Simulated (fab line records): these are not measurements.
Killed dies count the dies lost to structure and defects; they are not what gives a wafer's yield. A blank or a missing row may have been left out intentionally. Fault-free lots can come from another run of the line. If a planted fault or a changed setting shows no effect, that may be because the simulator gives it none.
Chamber matching :: flow n5_finfet :: N5_MOL_CONTACT_COAG_ALD_131 on ald_sin-04: 4 sister chambers
The step deposits SiO2, target thk 5 nm, pulse time 1 s, co reactant pulse time 1 s. 4 wafers are shown with their chamber, then 7 later ones without.

== WAFERS, EACH WITH ITS CHAMBER ==
wafer: L075.4
chamber: 3
heater_power_w (W): 76

wafer: L080.3
chamber: 0
heater_power_w (W): 78

wafer: L082.2
chamber: 2
heater_power_w (W): 80

wafer: L082.4
chamber: 1
heater_power_w (W): 82

== WAFERS WITHOUT THEIR CHAMBER ==
wafer: L082.5
heater_power_w (W): 79

wafer: L093.3
heater_power_w (W): 77

wafer: L093.4
heater_power_w (W): 77

wafer: L093.5
heater_power_w (W): 86

wafer: L094.1
heater_power_w (W): 86

wafer: L094.2
heater_power_w (W): 78

wafer: L094.5
heater_power_w (W): 83

== THE CHAMBER EACH PASSED THROUGH ==
wafer: L082.5
from the rows above: can't be placed: 0 or 2 or 1 or 3
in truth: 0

wafer: L093.3
from the rows above: can't be placed: 0 or 3 or 2 or 1
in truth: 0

wafer: L093.4
from the rows above: can't be placed: 0 or 3 or 2 or 1
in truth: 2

wafer: L093.5
from the rows above: can't be placed: 1 or 2 or 0
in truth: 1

wafer: L094.1
from the rows above: can't be placed: 1 or 2 or 0
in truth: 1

wafer: L094.2
from the rows above: can't be placed: 0 or 2 or 3 or 1
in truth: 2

wafer: L094.5
from the rows above: can't be placed: 1 or 2 or 0
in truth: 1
Correct placement for 0 of the 7. These rows do not allow placing 7 (true chamber among the candidates in 7). Wrongly placed: 0.
How it was worked out, from the rows above alone: a wafer's distance from a chamber is the root of the sum, over the readings, of the square of ((its reading less the chamber's mean) divided by the reading's scatter). The wafer belongs to the nearest chamber; if the next one is less than 2 further off, it can't be placed. The mean given for a chamber averages the wafers shown for that chamber. The scatter (one wafer shown for each chamber): square how far every hidden wafer sits from the nearest shown wafer, average those squares and take the square root.
